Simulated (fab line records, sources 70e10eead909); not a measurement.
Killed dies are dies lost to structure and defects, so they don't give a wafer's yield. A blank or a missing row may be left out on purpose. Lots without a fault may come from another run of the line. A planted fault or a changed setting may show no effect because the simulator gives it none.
A struck lot beside a sound one | flow nand_harc | 14 steps out of a route of 1159
Sound: wafers L578.1, L578.4, L578.5. Struck: wafers L596.3, L596.5, L596.6. The cause comes at the end.
At each step with rows: each side's tool, then ch and its chambers, then its first start. Under that, the readings that differ: sound wafers | struck wafers | difference of the means | sigmas: that difference in standard deviations of wafers without a fault.
alike: readings whose means differ by less than 2 such deviations, and words and numbers that are the same on both sides. not compared: withheld readings, readings that some wafer has no value for, bounds like >300 that may hide the same value, and numbers for which the record gives no deviation and whose values overlap.
The two part at a step that has a row with sigmas, a row that says differs or no value, or rows on one side only. Numbers that don't overlap but have no deviation are shown without sigmas and don't part them. A reading that every wafer of one side lacks parts them only if that side has two wafers or more.

NHARC_P_M2_DEGAS_29: time 60 s.
  sound on pvd_sputter-01, day 6 06:49; struck on pvd_sputter-02, day 11 05:41
  alike: heater_power_w
NHARC_P_M2_PRE_CLEAN_30: time 30 s.
  sound on pvd_sputter-01; struck on pvd_sputter-02
  alike: heater_power_w
NHARC_P_M2_PVD_20: deposits TaN, target thk 5 nm, time 8.06 s.
  sound on pvd_sputter-01; struck on pvd_sputter-02
  alike: throttle_valve_pct
NHARC_P_M2_PVD_21: deposits Cu, target thk 30 nm, time 20.49 s.
  sound on pvd_sputter-01; struck on pvd_sputter-02
  alike: throttle_valve_pct
then, 2 steps without rows for these wafers: NHARC_P_M2_ECD_22 (material Cu, target thk 400 nm); NHARC_P_M2_ANNEAL_31 (time 90 s).
NHARC_P_M2_CMP_23: polishes, t overpolish 20 s, target thk 144.3 nm.
  sound on cmp-04 ch 0,1,3, day 6 07:55; struck on cmp-04 ch 0,1,3, day 11 06:49
  alike: motor_current_A, slurry_filter_dp_kPa, time_to_endpoint_s
NHARC_P_M2_THK_MEAS_24: measures by xrf.
  sound on film_metro-02, day 6 08:14; struck on film_metro-02, day 11 07:04
  alike: thk_nm
then, 1 step without rows for these wafers: NHARC_P_M2_SRD_25.
NHARC_P_M2_INSPECT_27:
  sound on defect_inspect-02, day 6 08:23; struck on defect_inspect-02, day 11 07:14
  alike: raw_defect_count
then, 1 step without rows for these wafers: NHARC_P_M2_PRE_CLEAN_32 (time 12 s).
NHARC_P_M2_DEP_33: deposits SiCN, target thk 30 nm.
  sound on pecvd-04 ch 0,1,2, day 6 08:35; struck on pecvd-03 ch 0,1,2, day 11 07:28
  no value came back on the struck wafers for chamber_pressure_Torr (Torr), heater_power_outer_w (W), heater_power_w (W); on the sound wafers chamber_pressure_Torr (Torr) reads 2.999 2.996 2.987
  not compared: since_wet_clean_h
then, 1 step without rows for these wafers: NHARC_P_BONDPAD_DEP_00 (deposits SiCN, target thk 250 nm).
-- the record jumps here: 13 days lie between the struck wafers' starts before and after (it left off in module P_BONDPAD and takes up again in module END, whose first step shown is number 1159 of the route) --
NHARC_END_SORT_01:
  sound on prober-02 ch 0, day 19 09:58; struck on prober-02 ch 0, day 24 15:46
  reading                  | sound          | struck         | difference | sigmas
  defect_limited_yield (%) | 96.3 97.6 96.0 | 94.5 92.6 93.4 | -3.1       | -2
  killed_at_array          | 19 12 20       | 37 44 40       | +23        | +2
  killed_dies              | 25 16 27       | 37 50 45       | +21        | +2
  sort_bin_2_pct (%)       | 0.9 0.6 1.8    | 1.9 3.1 2.5    | +1.4       | +2
  sort_bin_3_pct (%)       | 0.15 0 0       | 0.30 0.59 0.59 | +0.44      | +2
  sort_n_pass              | 652 661 650    | 640 627 632    | -21        | -2
  sort_yield_pct (%)       | 96.3 97.6 96.0 | 94.5 92.6 93.4 | -3.1       | -2
  alike: killed_at_other, killed_at_periphery, killed_open, killed_short, sort_bin_4_pct, sort_rim_yield_pct

WHERE THEY PART
First at NHARC_P_M2_DEP_33; last, within this record, at NHARC_END_SORT_01.

WHY: what the simulator had put in
Skipped step whole: pecvd-03, from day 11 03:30 on, at NHARC_P_M2_DEP_33. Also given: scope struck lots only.
